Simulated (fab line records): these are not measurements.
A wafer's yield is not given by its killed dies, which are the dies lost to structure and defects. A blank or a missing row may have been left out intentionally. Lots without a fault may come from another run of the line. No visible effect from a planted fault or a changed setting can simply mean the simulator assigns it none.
Which tool did it? :: flow nand_harc :: 12 lots with 36 wafers sampled at 4 steps, on a route of 1159 steps

## WHAT THE GAUGES READ, wafer by wafer
NHARC_A_CONTACT_OVL_MEAS_70.
lot: L074
measured: day 16 18:59
on: overlay-01
overlay_x_nm (nm): 0.1 0.5 0.1

lot: L077
measured: day 17 11:00
on: overlay-02
overlay_x_nm (nm): 0.1 0.1 0.1

lot: L079
measured: day 18 02:16
on: overlay-02
overlay_x_nm (nm): 0.2 0.3 -0.1

lot: L081
measured: day 18 15:51
on: overlay-01
overlay_x_nm (nm): 1.2 1.1 0.9

lot: L085
measured: day 19 09:05
on: overlay-02
overlay_x_nm (nm): -0.6 -0.4 -0.6

lot: L082
measured: day 19 11:20
on: overlay-02
overlay_x_nm (nm): 0.7 0.7 0.5

lot: L086
measured: day 20 02:12
on: overlay-01
overlay_x_nm (nm): 0.4 0.1 0.3

lot: L089
measured: day 20 15:40
on: overlay-01
overlay_x_nm (nm): 0.9 1.3 1.1

lot: L091
measured: day 21 05:49
on: overlay-01
overlay_x_nm (nm): -0.8 -0.5 -1.1

lot: L093
measured: day 22 03:02
on: overlay-01
overlay_x_nm (nm): 0.3 -0.2 0.3

lot: L094
measured: day 22 06:20
on: overlay-02
overlay_x_nm (nm): -1.3 -1.4 -1.4

lot: L097
measured: day 22 18:25
on: overlay-02
overlay_x_nm (nm): -1.7 -1.6 -1.3

## WHICH TOOL RAN EACH LOT (tool, then ch and the chambers of the sampled wafers, then the start)
lot: L074
NHARC_A_CONTACT_ETCH_115: har_cap_etch-02 ch 0,1, day 16 10:45
NHARC_A_CONTACT_ETCH_117: har_cap_etch-02 ch 0,1, day 16 10:56
NHARC_A_CONTACT_ETCH_120: har_cap_etch-02 ch 0,1, day 16 11:13

lot: L077
NHARC_A_CONTACT_ETCH_115: har_cap_etch-03 ch 0,1, day 17 05:36
NHARC_A_CONTACT_ETCH_117: har_cap_etch-03 ch 0,1, day 17 05:47
NHARC_A_CONTACT_ETCH_120: har_cap_etch-03 ch 0,1, day 17 06:03

lot: L079
NHARC_A_CONTACT_ETCH_115: har_cap_etch-02 ch 0,1, day 17 20:38
NHARC_A_CONTACT_ETCH_117: har_cap_etch-02 ch 0,1, day 17 20:49
NHARC_A_CONTACT_ETCH_120: har_cap_etch-02 ch 0,1, day 17 21:05

lot: L081
NHARC_A_CONTACT_ETCH_115: har_cap_etch-03 ch 0,1, day 18 09:05
NHARC_A_CONTACT_ETCH_117: har_cap_etch-03 ch 0,1, day 18 09:16
NHARC_A_CONTACT_ETCH_120: har_cap_etch-03 ch 0,1, day 18 09:32

lot: L085
NHARC_A_CONTACT_ETCH_115: har_cap_etch-02 ch 0,1, day 19 02:27
NHARC_A_CONTACT_ETCH_117: har_cap_etch-02 ch 0,1, day 19 02:38
NHARC_A_CONTACT_ETCH_120: har_cap_etch-02 ch 0,1, day 19 02:55

lot: L082
NHARC_A_CONTACT_ETCH_115: har_cap_etch-03 ch 0,1, day 19 05:41
NHARC_A_CONTACT_ETCH_117: har_cap_etch-03 ch 0,1, day 19 05:52
NHARC_A_CONTACT_ETCH_120: har_cap_etch-03 ch 0,1, day 19 06:08

lot: L086
NHARC_A_CONTACT_ETCH_115: har_cap_etch-02 ch 0,1, day 19 17:29
NHARC_A_CONTACT_ETCH_117: har_cap_etch-02 ch 0,1, day 19 17:40
NHARC_A_CONTACT_ETCH_120: har_cap_etch-02 ch 0,1, day 19 17:56

lot: L089
NHARC_A_CONTACT_ETCH_115: har_cap_etch-03 ch 0,1, day 20 10:23
NHARC_A_CONTACT_ETCH_117: har_cap_etch-03 ch 0,1, day 20 10:34
NHARC_A_CONTACT_ETCH_120: har_cap_etch-03 ch 0,1, day 20 10:50

lot: L091
NHARC_A_CONTACT_ETCH_115: har_cap_etch-01 ch 0,1, day 20 22:49
NHARC_A_CONTACT_ETCH_117: har_cap_etch-01 ch 0,1, day 20 22:59
NHARC_A_CONTACT_ETCH_120: har_cap_etch-01 ch 0,1, day 20 23:16

lot: L093
NHARC_A_CONTACT_ETCH_115: har_cap_etch-01 ch 0,1, day 21 21:35
NHARC_A_CONTACT_ETCH_117: har_cap_etch-01 ch 0,1, day 21 21:46
NHARC_A_CONTACT_ETCH_120: har_cap_etch-01 ch 0,1, day 21 22:02

lot: L094
NHARC_A_CONTACT_ETCH_115: har_cap_etch-01 ch 0,1, day 22 01:17
NHARC_A_CONTACT_ETCH_117: har_cap_etch-01 ch 0,1, day 22 01:28
NHARC_A_CONTACT_ETCH_120: har_cap_etch-01 ch 0,1, day 22 01:44

lot: L097
NHARC_A_CONTACT_ETCH_115: har_cap_etch-02 ch 0,1, day 22 08:50
NHARC_A_CONTACT_ETCH_117: har_cap_etch-02 ch 0,1, day 22 09:01
NHARC_A_CONTACT_ETCH_120: har_cap_etch-02 ch 0,1, day 22 09:17
- NHARC_A_CONTACT_ETCH_115: etches the open film in C4F8/O2/Ar, time 94 s, target depth 922 nm.
- NHARC_A_CONTACT_ETCH_117: etches the open film in C4F8/O2/Ar, time 94 s, target depth 922 nm.
- NHARC_A_CONTACT_ETCH_120: etches the open film in C4F8/O2/Ar, time 94 s, target depth 922 nm.

## THE ANSWER, worked out from the rows above alone
Rule: the lots themselves supply what counts as usual. Put in order of their means at a reading, lots are off if they are a third of the lots or fewer, leave a main group of 4 or more, and stand apart from it by a gap of 3 or more times the standard deviation of the main group's means; of several such gaps the widest counts. If all means in a main group match to the digits the tables above print for the reading, that group is not used. A lot without any number at a reading at which 4 lots or more have one is off too. All remaining lots with rows at the step are treated as sound.
None of the lots is off at any reading shown; this tells nothing.

## WHAT THE SIMULATOR HAD INSERTED
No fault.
